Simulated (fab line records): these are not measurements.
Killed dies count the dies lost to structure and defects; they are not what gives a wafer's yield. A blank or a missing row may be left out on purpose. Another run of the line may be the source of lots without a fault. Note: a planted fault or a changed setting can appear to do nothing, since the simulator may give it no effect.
Chamber matching | flow nandHarc | NHARC_A_WL_FILL_STRIP_29 on rieDiel-12: 4 sister chambers
The step strips in O2, time 20 s. 4 wafers are shown with their chamber, then 7 later ones without.

WAFERS PAIRED WITH THEIR CHAMBERS
wafer  | chamber | drypumpMotorCurrentA (A)
L074.3 | 1       | 5.3
L082.5 | 3       | 5.8
L083.1 | 0       | 5.9
L083.2 | 2       | 5.3

WAFERS MISSING THEIR CHAMBER
wafer  | drypumpMotorCurrentA (A)
L083.5 | 5.2
L092.1 | 5.3
L092.2 | 5.3
L092.3 | 5.9
L097.2 | 5.3
L097.4 | 5.8
L097.6 | 5.2

WHICH CHAMBER EACH ONE RAN IN
wafer  | from the rows above     | in truth
L083.5 | can't be placed: 1 or 2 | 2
L092.1 | can't be placed: 1 or 2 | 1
L092.2 | can't be placed: 1 or 2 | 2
L092.3 | can't be placed: 0 or 3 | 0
L097.2 | can't be placed: 1 or 2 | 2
L097.4 | can't be placed: 3 or 0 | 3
L097.6 | can't be placed: 1 or 2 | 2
Correct placement for 0 of the 7. From these rows, 7 cannot be placed; in 7 the true chamber is one of the candidates. Placed wrongly: 0.
How it was worked out, from the rows above alone: a wafer's distance from a chamber is the root of the sum, over the readings, of the square of ((its reading less the chamber's mean) divided by the reading's scatter). If the next closest chamber is less than 2 further off than the closest, the wafer can't be placed; otherwise it belongs to the closest. For every chamber, the mean is computed from those of its wafers that are shown. The scatter (one wafer shown for each chamber): square how far every hidden wafer sits from the nearest shown wafer, average those squares and take the square root.
